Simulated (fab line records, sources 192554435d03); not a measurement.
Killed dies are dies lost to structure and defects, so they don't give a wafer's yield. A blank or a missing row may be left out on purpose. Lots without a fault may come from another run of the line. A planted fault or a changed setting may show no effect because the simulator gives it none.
Chamber matching | flow n5_finfet | N5_BEOL_M13_ETCH_68 on rie_diel-02: 4 sister chambers
The step etches SOC in N2/H2, time 355 s. 4 wafers are shown with their chamber, then 9 later ones without.

WAFERS WITH THEIR CHAMBER
wafer  | chamber | showerhead_plenum_p_Torr (Torr)
L076.4 | 0       | 2.46
L077.5 | 2       | 2.50
L084.1 | 1       | 2.65
L084.6 | 3       | 2.39

WAFERS WITHOUT THEIR CHAMBER
wafer  | showerhead_plenum_p_Torr (Torr)
L087.1 | 2.65
L087.2 | 2.49
L087.4 | 2.49
L090.1 | 2.64
L090.3 | 2.70
L090.5 | 2.70
L095.2 | 2.48
L095.4 | 2.44
L095.5 | 2.44

WHICH CHAMBER EACH WENT THROUGH
wafer  | from the rows above          | in truth
L087.1 | 1                            | 1
L087.2 | can't be placed: 2 or 0      | 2
L087.4 | can't be placed: 2 or 0      | 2
L090.1 | 1                            | 1
L090.3 | 1                            | 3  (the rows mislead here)
L090.5 | 1                            | 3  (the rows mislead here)
L095.2 | can't be placed: 0 or 2      | 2
L095.4 | can't be placed: 0 or 3 or 2 | 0
L095.5 | can't be placed: 0 or 3 or 2 | 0
Placed correctly: 2 of 9. Can't be placed from these rows: 5 (the true chamber is among the candidates in 5). Placed wrongly: 2.
How it was worked out, from the rows above alone: a wafer's distance from a chamber is the root of the sum, over the readings, of the square of ((its reading less the chamber's mean) divided by the reading's scatter). The wafer belongs to the nearest chamber; if the next one is less than 2 further off, it can't be placed. A chamber's mean is the mean of its shown wafers. The scatter: with one shown wafer a chamber, the root of the mean of the squares of how far each hidden wafer lies from its nearest shown one.
